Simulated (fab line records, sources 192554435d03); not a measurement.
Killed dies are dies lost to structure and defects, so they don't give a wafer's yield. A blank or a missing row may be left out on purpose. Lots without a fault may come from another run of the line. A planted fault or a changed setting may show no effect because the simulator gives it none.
fab line records | flow n5_finfet
record lots=5 wafers=15 last_day=16
route steps=1938 shown BEOL_M4@1099 BEOL_M5@1112 BEOL_M7@1329 PASSIVATION@1936
lots that met no fault: from a run of the same line without faults
start_h: hours from the record's first day to the start of the lot's first wafer shown | wait_h: hours since the lot's step before | " the same as in the row above | L1.1+2: a row that stands for several wafers | - no value, or no start given | * or withheld: withheld | < > ~ a bound
route shown NAME@n: a module of which the file shows steps, and the number in the route of the first | usual: mean/standard deviation of fault-free wafers | same: alike in all rows | chamber/n: place in a boat | sites: the reading at each site | _std_site: their standard deviation | _edge_site: outer sites' mean less inner sites' | radius_mm: how far each site lies from the wafer's centre | mask NAME#n: copy n | behind: the tool/chamber that last shaped the wafer | hold: why the lot was held/for how many hours/how that ended | device: the transistor (n, p or np) that didn't switch | end of line: the same wafers' tests at the end of the route | a step without rows: its recipe alone | killed: dies lost to structure and defects at the first sort, not the wafer's yield | map: a wafer's dies, x killed, . not, _ none there
set.NAME: the setting as run; set.NAME@STEP: as run at that earlier step | model.NAME: the simulator's own value behind a step, which no gauge read
lots at some steps of the route; a table a step, a row a wafer
services: from which hour (start_h, from the record's first day; less than 0 if before it) a tool's chamber was out of use, for how many hours, and why
## steps
# step N5_BEOL_M4_ANNEAL_95
# recipe temp_c=400 time_s=240 ambient=vacuum
# step N5_BEOL_M4_SPUTTER_96
# recipe material=Cu target_thk_a=45 temp_c=-20 chamber_pressure_pa=0.07 power_w=withheld time_s=8.29
# step N5_BEOL_M4_ECD_50
# recipe material=Cu target_thk_a=3000
# step N5_BEOL_M4_ANNEAL_51
# recipe temp_c=225 time_s=90 ambient=N2
# step N5_BEOL_M4_CMP_52
# recipe stop_on=SiOC t_overpolish_s=6.8 down_force_psi=1 platen_rpm=50 clearing_platen_down_force_psi=1.5 clearing_platen_rpm=50 post_cmp_clean=cu_alkaline target_thk_nm=40 clearing_platen_pad_velocity_m_s=0.99484 pad_velocity_m_s=0.99484
# step N5_BEOL_M4_PRE_CLEAN_60
# recipe gas=NH3/H2 time_s=15 temp_c=* rf_power_w=300
# step N5_BEOL_M4_CO_CAP_55
# recipe material=Co target_thk_a=20 temp_c=200 precursor=CCTBA/H2 pressure_torr=30 time_s=102.1
# step N5_BEOL_M4_PRE_CLEAN_56
# recipe gas=NH3 time_s=15 temp_c=withheld rf_power_w=300
# step N5_BEOL_M4_DEP_57
# recipe material=SiCN target_thk_a=80 temp_c=withheld precursor=3MS/NH3 pressure_torr=3 rf_w=202 time_s=14
# step N5_BEOL_M4_RC_MEAS_101
# usual DIBL_N=35.9/1.6 DIBL_P=35.6/2.1 IOFF_N=0.149/0.029 IOFF_P=0.20/0.033 ION_N=671/11 ION_P=460/7.3 SS_N=71.4/0.62 SS_P=73.2/0.65 VT_N=251/3.1 VT_P=-251/3.4
# columns lot.wafer tool chamber start_h wait_h DIBL_N[mV/V] DIBL_P[mV/V] IOFF_N[nA/um] IOFF_P[nA/um] ION_N[uA/um] ION_P[uA/um] SS_N[mV/dec] SS_P[mV/dec] VT_N[mV] VT_P[mV]
L669.1 prober-02 0 205.27 0.0 36.8 36.5 0.165 0.25 679 473 71.7 73.8 249 -248
L669.3 " 0 " " 36.9 36.4 0.173 0.25 684 476 70.7 73.4 248 -247
L669.4 " 0 " " 37.4 37.0 0.172 0.26 681 474 71.9 74.2 249 -247
L670.4 prober-01 0 209.50 0.5 38.4 40.8 0.194 0.27 684 474 72.3 74.1 249 -245
L670.5 " 0 " " 37.5 40.9 0.187 0.27 691 475 71.2 74.5 246 -245
L670.6 " 0 " " 37.2 39.6 0.186 0.25 692 475 71.2 74.3 248 -247
L671.1 prober-01 0 222.61 0.0 34.0 34.6 0.133 0.19 664 461 70.9 72.9 252 -250
L671.2 " 0 " " 35.2 35.6 0.148 0.20 677 470 70.5 73.3 251 -247
L671.6 " 0 " " 34.4 34.8 0.140 0.19 675 461 71.5 73.0 252 -252
L676.2 prober-02 0 254.39 0.2 35.6 36.1 0.141 0.19 671 457 71.3 73.5 253 -251
L676.4 " 0 " " 39.2 39.5 0.203 0.25 683 461 72.8 74.5 250 -250
L676.6 " 0 " " 35.9 36.3 0.152 0.20 669 465 71.5 73.1 251 -251
L680.2 prober-02 0 277.19 0.2 36.8 36.9 0.144 0.19 669 458 71.6 73.3 252 -255
L680.5 " 0 " " 36.0 35.6 0.131 0.17 663 458 71.7 73.1 251 -253
L680.6 " 0 " " 35.4 34.2 0.122 0.16 664 453 71.1 73.3 254 -253
# step N5_BEOL_M5_ILD_DEP_00
# recipe material=SiCOH_lowk target_thk_a=1406.4 temp_c=300 precursor=DEMS/porogen pressure_torr=5 rf_w=500 time_s=25.9
# step N5_BEOL_M5_CURE_79
# recipe temp_c=385 time_s=240 ambient=He/Ar material=SiCOH_lowk
# step N5_BEOL_M5_PECVD_70
# recipe material=SiO2 target_thk_a=160 temp_c=400 precursor=TEOS/O2 pressure_torr=5.5 rf_w=450 teos_flow_sccm=53.8 gas=O2 flow_sccm=3000 time_s=18
# step N5_BEOL_M5_HM_DEP_02
# recipe material=TiN target_thk_a=200 temp_c=25 chamber_pressure_pa=0.49996
# step N5_BEOL_M5_COAT_59
# recipe resist=SOC temp_c=250 time_s=60 spin_rpm=1500 resist_thk_nm=60
# step N5_BEOL_M5_COAT_60
# recipe resist=SiARC temp_c=220 time_s=60 spin_rpm=1500 resist_thk_nm=12
# step N5_BEOL_M5_COAT_71
# recipe resist=underlayer temp_c=205 time_s=60 spin_rpm=1500 resist_thk_nm=5
# step N5_BEOL_M5_COAT_05
# recipe resist=CAR-EUV spin_rpm=1500 resist_thk_nm=30
# step N5_BEOL_M5_EBR_07
# recipe solvent=PGMEA ebr_width_mm=1.5
# step N5_BEOL_M5_SOFTBAKE_06
# recipe temp_c=110 time_s=60 resist=CAR-EUV
# step N5_BEOL_M5_EXPOSE_08
# recipe mask_id=M5 na=0.33 source_shape=annular sigma_inner=0.4 sigma_outer=0.8 polarization=unpolarized target_cd_nm=28 dose_mj=35.75
# step N5_BEOL_M5_PEB_09
# recipe peb_temp_c=100 peb_time_s=60 resist=CAR-EUV
# step N5_BEOL_M5_DEVELOP_10
# recipe develop_time_s=30 developer=TMAH resist=CAR-EUV rinse_liquid=surfactant_rinse dry=air_spin dev_temp_c=23
# step N5_BEOL_M5_DESCUM_16
# recipe chemistry=O2 time_s=7 source_power_w=50 bias_power_w=20 pressure_mtorr=20 rf_frequency_hz=2.712e+07 temp_c=40 resist=CAR-EUV o2_flow_sccm=225
# step N5_BEOL_M5_ETCH_72
# recipe chemistry=N2/H2 target=underlayer target_depth_a=65 mask_material=CAR-EUV time_s=5.2 ion_energy_ev=200 pressure_mtorr=30 source_w=840 bias_w=150 n2_flow_sccm=200 h2_flow_sccm=200 ends=cleared
# step N5_BEOL_M5_ETCH_61
# recipe chemistry=CF4 target=SiARC target_depth_a=156 mask_material=CAR-EUV time_s=26 ion_energy_ev=80 pressure_mtorr=40 source_w=545 bias_w=36 Ar_flow_sccm=100 cf4_flow_sccm=100 ends=cleared
# step N5_BEOL_M5_ETCH_62
# recipe chemistry=N2/H2 target=SOC target_depth_a=750 overetch_a=150 mask_material=SiARC temp_c=40 time_s=112.5 ion_energy_ev=200 pressure_mtorr=30 source_w=840 bias_w=150 n2_flow_sccm=200 h2_flow_sccm=200
# step N5_BEOL_M5_STRIP_63
# recipe chemistry=N2/H2 temp_c=40 n2_flow_sccm=200 h2_flow_sccm=200 rf_frequency_hz=6e+07
# step N5_BEOL_M5_STRIP_73
# recipe chemistry=N2/H2 temp_c=40 n2_flow_sccm=200 h2_flow_sccm=200 rf_frequency_hz=6e+07
# step N5_BEOL_M5_STRIP_64
# recipe chemistry=CF4 resist=SiARC power_w=300 bias_power_w=75 pressure_mtorr=50 cf4_flow_sccm=150 rf_frequency_hz=6e+07
# step N5_BEOL_M5_HM_OPEN_17
# recipe chemistry=Cl2/BCl3 target_depth_a=200 overetch_a=60 target=TiN mask_material=SOC ion_energy_ev=150 pressure_mtorr=10 icp_w=1000 bias_w=126 Cl2_flow_sccm=53.25 bcl3_flow_sccm=21.75 Ar_flow_sccm=25
# step N5_BEOL_M5_STRIP_19
# recipe chemistry=O2 power_w=400 temp_c=40 pressure_mtorr=30 rf_frequency_hz=6e+07 bias_power_w=0 overash_fraction=0.2 o2_flow_sccm=225
# step N5_BEOL_M5_COAT_65
# recipe resist=SOC temp_c=250 time_s=60 spin_rpm=1500 resist_thk_nm=60
# step N5_BEOL_M5_COAT_66
# recipe resist=SiARC temp_c=220 time_s=60 spin_rpm=1500 resist_thk_nm=12
# step N5_BEOL_M7_DEP_56
# recipe material=SiCN target_thk_a=100 temp_c=withheld precursor=3MS/NH3 pressure_torr=3 rf_w=202 time_s=17.5
# usual chamber_pressure_Torr=3.000/0.0073 rf_fwd_power_W=199.4/0.92 showerhead_plenum_p_Torr=3.659/0.009 throttle_valve_pct=9.1/0.75
# columns lot.wafer tool chamber start_h wait_h chamber_pressure_Torr rf_fwd_power_W showerhead_plenum_p_Torr throttle_valve_pct
L669.1 pecvd-04 0 233.18 0.0 - - - -
L669.3 " 1 " " - - - -
L669.4 " 0 " " - - - -
L670.4 pecvd-02 0 234.48 0.0 - - - -
L670.5 " 2 " " - - - -
L670.6 " 1 " " - - - -
L671.1 pecvd-01 1 252.04 0.0 - - - -
L671.2 " 2 " " - - - -
L671.6 " 2 " " - - - -
L676.2 pecvd-01 2 288.82 0.0 3.033 199.7 3.677 8.0
L676.4 " 0 " " 3.005 199.0 3.664 8.3
L676.6 " 2 " " 3.006 198.9 3.677 8.0
L680.2 pecvd-04 1 306.24 0.0 3.003 199.7 3.650 9.3
L680.5 " 1 " " 3.002 199.5 3.660 9.3
L680.6 " 0 " " 3.002 200.2 3.653 9.5
# step N5_PASSIVATION_PROBE_49
# usual defect_limited_yield=90.9/1.5 killed_at_M0_to_M3=36/9.9 killed_at_M4_up=13/4.5 killed_at_contacts=13/6.4 killed_at_front_end=42/12 killed_at_other=3.4/3 killed_dies=107/18 killed_on_rim=14/4.3 killed_open=69/13 killed_short=35/8.2 sort_bin_5_function=5.3/1.1 sort_bin_6_memory=3.4/0.69 sort_n_pass=1073/18 sort_yield_pct=90.9/1.5
# same gross_dies=1180 killed_at_back_side=0 sort_bin_4_leakage[%]=0 sort_bin_8_speed[%]=0
# columns lot.wafer tool chamber start_h wait_h defect_limited_yield[%] killed_at_M0_to_M3 killed_at_M4_up killed_at_contacts killed_at_front_end killed_at_other killed_dies killed_on_rim killed_open killed_short sort_bin_5_function[%] sort_bin_6_memory[%] sort_n_pass sort_yield_pct[%]
L670.4 prober-01 - 306.51 0.2 0 37 1088 11 38 6 1180 152 75 33 96.2 3.5 0 0
L670.5 prober-01 - 306.56 0.2 0 41 1090 4 41 4 1180 152 53 46 95.9 3.7 0 0
L670.6 prober-01 - 306.61 0.3 0 29 1102 12 34 3 1180 152 66 37 96.2 3.6 0 0
L669.1 prober-02 - 307.98 0.0 0 33 1095 12 38 2 1180 152 69 27 97.3 2.5 0 0
L669.3 prober-02 - 308.08 0.1 0 49 1066 14 51 0 1180 152 86 41 96.2 3.4 0 0
L669.4 prober-02 - 308.13 0.2 0 26 1061 20 72 1 1180 152 94 40 96.0 3.8 0 0
L671.1 prober-01 - 317.75 0.0 0 31 1076 8 60 5 1180 152 71 46 95.6 3.8 0 0
L671.2 prober-01 - 317.80 0.1 0 22 1109 5 43 1 1180 152 45 35 96.9 2.6 0 0
L671.6 prober-01 - 318.00 0.3 0 35 1099 10 28 8 1180 152 56 36 96.7 3.0 0 0
# killed by level:class
L670.4 BEOL_M7:area_dep=1072 BEOL_M0_SAQP:geometric_particle:open=14 MOL_CONTACT_COAG:geometric_particle:open=9 FIN_SAQP:geometric_particle:open=8 BEOL_M4:geometric_particle:open=8 STI_FIN_REVEAL:geometric_particle:open=7 BEOL_M0_SAQP:geometric_particle:short=7 FIN_SAQP:geometric_particle:short=6
L670.5 BEOL_M7:area_dep=1081 FIN_SAQP:geometric_particle:short=13 BEOL_M0_SAQP:geometric_particle:open=11 BEOL_M0_SAQP:geometric_particle:short=8 GATE_CUT:geometric_particle:short=7 BEOL_M4:geometric_particle:open=7 STI_FIN_REVEAL:geometric_particle:open=5 BEOL_M1:geometric_particle:open=5
L670.6 BEOL_M7:area_dep=1076 BEOL_M4:geometric_particle:open=14 BEOL_M0_SAQP:geometric_particle:short=12 MOL_CONTACT_COAG:geometric_particle:open=9 FIN_SAQP:geometric_particle:short=6 DUMMY_GATE:geometric_particle:open=6 GATE_CUT:geometric_particle:open=5 BEOL_M0_SAQP:geometric_particle:open=5
L669.1 BEOL_M7:area_dep=1084 FIN_SAQP:geometric_particle:open=10 BEOL_M0_SAQP:geometric_particle:open=10 STI_FIN_REVEAL:geometric_particle:open=9 DUMMY_GATE:geometric_particle:open=7 MOL_CONTACT_COAG:geometric_particle:open=7 BEOL_M0_SAQP:geometric_particle:short=7 BEOL_M1:geometric_particle:open=7
L669.3 BEOL_M7:area_dep=1052 FIN_SAQP:geometric_particle:open=13 STI_FIN_REVEAL:geometric_particle:open=13 BEOL_M0_SAQP:geometric_particle:short=13 MOL_CONTACT_COAG:geometric_particle:open=12 FIN_SAQP:geometric_particle:short=8 BEOL_M0_SAQP:geometric_particle:open=8 BEOL_M2:geometric_particle:open=8
L669.4 BEOL_M7:area_dep=1045 FIN_SAQP:geometric_particle:open=18 MOL_CONTACT_COAG:geometric_particle:open=15 FIN_SAQP:geometric_particle:short=13 STI_FIN_REVEAL:geometric_particle:open=12 DUMMY_GATE:geometric_particle:open=11 BEOL_M2:geometric_particle:open=9 BEOL_M4:geometric_particle:open=6
L671.1 BEOL_M7:area_dep=1060 STI_FIN_REVEAL:geometric_particle:open=19 BEOL_M1:geometric_particle:open=10 FIN_SAQP:geometric_particle:short=8 BEOL_M0_SAQP:geometric_particle:open=8 BEOL_M0_SAQP:geometric_particle:short=7 MOL_CONTACT_COAG:geometric_particle:open=6 STI_FIN_REVEAL:geometric_particle:short=5
L671.2 BEOL_M7:area_dep=1098 FIN_SAQP:geometric_particle:open=11 STI_FIN_REVEAL:geometric_particle:open=9 FIN_SAQP:geometric_particle:short=7 BEOL_M3:geometric_particle:open=7 MOL_CONTACT_COAG:geometric_particle:open=5 BEOL_M3:geometric_particle:short=4 STARTING-WAFER:geometric_particle:short=4
L671.6 BEOL_M7:area_dep=1088 FIN_SAQP:geometric_particle:short=10 BEOL_M1:geometric_particle:open=9 MOL_CONTACT_COAG:geometric_particle:open=7 BEOL_M0:geometric_particle:open=6 FIN_SAQP:geometric_particle:open=5 BEOL_M0_SAQP:geometric_particle:short=5 BEOL_M3:geometric_particle:open=5
# map L669.1 (x killed, . not)
_________________xxxxxxxxxxxx________________
______________xxxxxxxxxxxxxxxxxx_____________
___________xxxxxxxxxxxxxxxxxxxxxxxx__________
__________xxxxxxxxxxxxxxxxxxxxxxxxxx_________
________xxxxxxxxxxxxxxxxxxxxxxxxxxxxxx_______
_______xxxxxxxxxxxxxxxxxxxxxxxxxxxxxxxx______
______xxxxxxxxxxxxxxxxxxxxxxxxxxxxxxxxxx_____
_____xxxxxxxxxxxxxxxxxxxxxxxxxxxxxxxxxxxx____
____xxxxxxxxxxxxxxxxxxxxxxxxxxxxxxxxxxxxxx___
___xxxxxxxxxxxxxxxxxxxxxxxxxxxxxxxxxxxxxxxx__
___xxxxxxxxxxxxxxxxxxxxxxxxxxxxxxxxxxxxxxxx__
__xxxxxxxxxxxxxxxxxxxxxxxxxxxxxxxxxxxxxxxxxx_
__xxxxxxxxxxxxxxxxxxxxxxxxxxxxxxxxxxxxxxxxxx_
_xxxxxxxxxxxxxxxxxxxxxxxxxxxxxxxxxxxxxxxxxxxx
_xxxxxxxxxxxxxxxxxxxxxxxxxxxxxxxxxxxxxxxxxxxx
_xxxxxxxxxxxxxxxxxxxxxxxxxxxxxxxxxxxxxxxxxxxx
_xxxxxxxxxxxxxxxxxxxxxxxxxxxxxxxxxxxxxxxxxxxx
_xxxxxxxxxxxxxxxxxxxxxxxxxxxxxxxxxxxxxxxxxxxx
_xxxxxxxxxxxxxxxxxxxxxxxxxxxxxxxxxxxxxxxxxxxx
_xxxxxxxxxxxxxxxxxxxxxxxxxxxxxxxxxxxxxxxxxxxx
_xxxxxxxxxxxxxxxxxxxxxxxxxxxxxxxxxxxxxxxxxxxx
__xxxxxxxxxxxxxxxxxxxxxxxxxxxxxxxxxxxxxxxxxx_
__xxxxxxxxxxxxxxxxxxxxxxxxxxxxxxxxxxxxxxxxxx_
___xxxxxxxxxxxxxxxxxxxxxxxxxxxxxxxxxxxxxxxx__
___xxxxxxxxxxxxxxxxxxxxxxxxxxxxxxxxxxxxxxxx__
____xxxxxxxxxxxxxxxxxxxxxxxxxxxxxxxxxxxxxx___
_____xxxxxxxxxxxxxxxxxxxxxxxxxxxxxxxxxxxx____
______xxxxxxxxxxxxxxxxxxxxxxxxxxxxxxxxxx_____
_______xxxxxxxxxxxxxxxxxxxxxxxxxxxxxxxx______
________xxxxxxxxxxxxxxxxxxxxxxxxxxxxxx_______
__________xxxxxxxxxxxxxxxxxxxxxxxxxx_________
___________xxxxxxxxxxxxxxxxxxxxxxxx__________
______________xxxxxxxxxxxxxxxxxx_____________
_________________xxxxxxxxxxxx________________
# map L670.4 (x killed, . not)
_________________xxxxxxxxxxxx________________
______________xxxxxxxxxxxxxxxxxx_____________
___________xxxxxxxxxxxxxxxxxxxxxxxx__________
__________xxxxxxxxxxxxxxxxxxxxxxxxxx_________
________xxxxxxxxxxxxxxxxxxxxxxxxxxxxxx_______
_______xxxxxxxxxxxxxxxxxxxxxxxxxxxxxxxx______
______xxxxxxxxxxxxxxxxxxxxxxxxxxxxxxxxxx_____
_____xxxxxxxxxxxxxxxxxxxxxxxxxxxxxxxxxxxx____
____xxxxxxxxxxxxxxxxxxxxxxxxxxxxxxxxxxxxxx___
___xxxxxxxxxxxxxxxxxxxxxxxxxxxxxxxxxxxxxxxx__
___xxxxxxxxxxxxxxxxxxxxxxxxxxxxxxxxxxxxxxxx__
__xxxxxxxxxxxxxxxxxxxxxxxxxxxxxxxxxxxxxxxxxx_
__xxxxxxxxxxxxxxxxxxxxxxxxxxxxxxxxxxxxxxxxxx_
_xxxxxxxxxxxxxxxxxxxxxxxxxxxxxxxxxxxxxxxxxxxx
_xxxxxxxxxxxxxxxxxxxxxxxxxxxxxxxxxxxxxxxxxxxx
_xxxxxxxxxxxxxxxxxxxxxxxxxxxxxxxxxxxxxxxxxxxx
_xxxxxxxxxxxxxxxxxxxxxxxxxxxxxxxxxxxxxxxxxxxx
_xxxxxxxxxxxxxxxxxxxxxxxxxxxxxxxxxxxxxxxxxxxx
_xxxxxxxxxxxxxxxxxxxxxxxxxxxxxxxxxxxxxxxxxxxx
_xxxxxxxxxxxxxxxxxxxxxxxxxxxxxxxxxxxxxxxxxxxx
_xxxxxxxxxxxxxxxxxxxxxxxxxxxxxxxxxxxxxxxxxxxx
__xxxxxxxxxxxxxxxxxxxxxxxxxxxxxxxxxxxxxxxxxx_
__xxxxxxxxxxxxxxxxxxxxxxxxxxxxxxxxxxxxxxxxxx_
___xxxxxxxxxxxxxxxxxxxxxxxxxxxxxxxxxxxxxxxx__
___xxxxxxxxxxxxxxxxxxxxxxxxxxxxxxxxxxxxxxxx__
____xxxxxxxxxxxxxxxxxxxxxxxxxxxxxxxxxxxxxx___
_____xxxxxxxxxxxxxxxxxxxxxxxxxxxxxxxxxxxx____
______xxxxxxxxxxxxxxxxxxxxxxxxxxxxxxxxxx_____
_______xxxxxxxxxxxxxxxxxxxxxxxxxxxxxxxx______
________xxxxxxxxxxxxxxxxxxxxxxxxxxxxxx_______
__________xxxxxxxxxxxxxxxxxxxxxxxxxx_________
___________xxxxxxxxxxxxxxxxxxxxxxxx__________
______________xxxxxxxxxxxxxxxxxx_____________
_________________xxxxxxxxxxxx________________
## services
# columns tool chamber start_h hours kind
pecvd-04 - 218.53 6.0 pm
pecvd-02 0 238.79 12.3 repair
pecvd-04 0 259.29 2.1 scheduled_down
pecvd-04 0 272.73 8.0 repair
pecvd-01 0 276.77 4.4 repair
pecvd-04 - 286.91 2.5 repair
pecvd-01 0 289.85 5.5 scheduled_down
pecvd-04 2 305.03 5.5 scheduled_down
## key
first_sign step=N5_BEOL_M7_DEP_56 reading=tool_record direction=missing
effect step=N5_PASSIVATION_PROBE_49 reading=killed_at_M4_up direction=up sigmas=99+ usual=13 struck=1087
more_kills_born_at N5_BEOL_M7_DEP_56@pecvd-01=3246 N5_BEOL_M7_DEP_56@pecvd-02=3229 N5_BEOL_M7_DEP_56@pecvd-04=3181
met_at N5_BEOL_M7_DEP_56
struck_wafers L669.1,L669.3,L669.4,L670.4,L670.5,L670.6,L671.1,L671.2,L671.6
later_rows_left_out L669.1,L669.3,L669.4,L670.4,L670.5,L670.6,L671.1,L671.2,L671.6
fault kind=skipped_step_whole tool=pecvd-01,pecvd-02,pecvd-04 chamber=- onset_h=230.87 steps=N5_BEOL_M7_DEP_56 scope=struck_lots_only
# later_rows_left_out: the simulator's readings of these wafers behind a module that went badly wrong aren't trusted and aren't shown, but for the sort
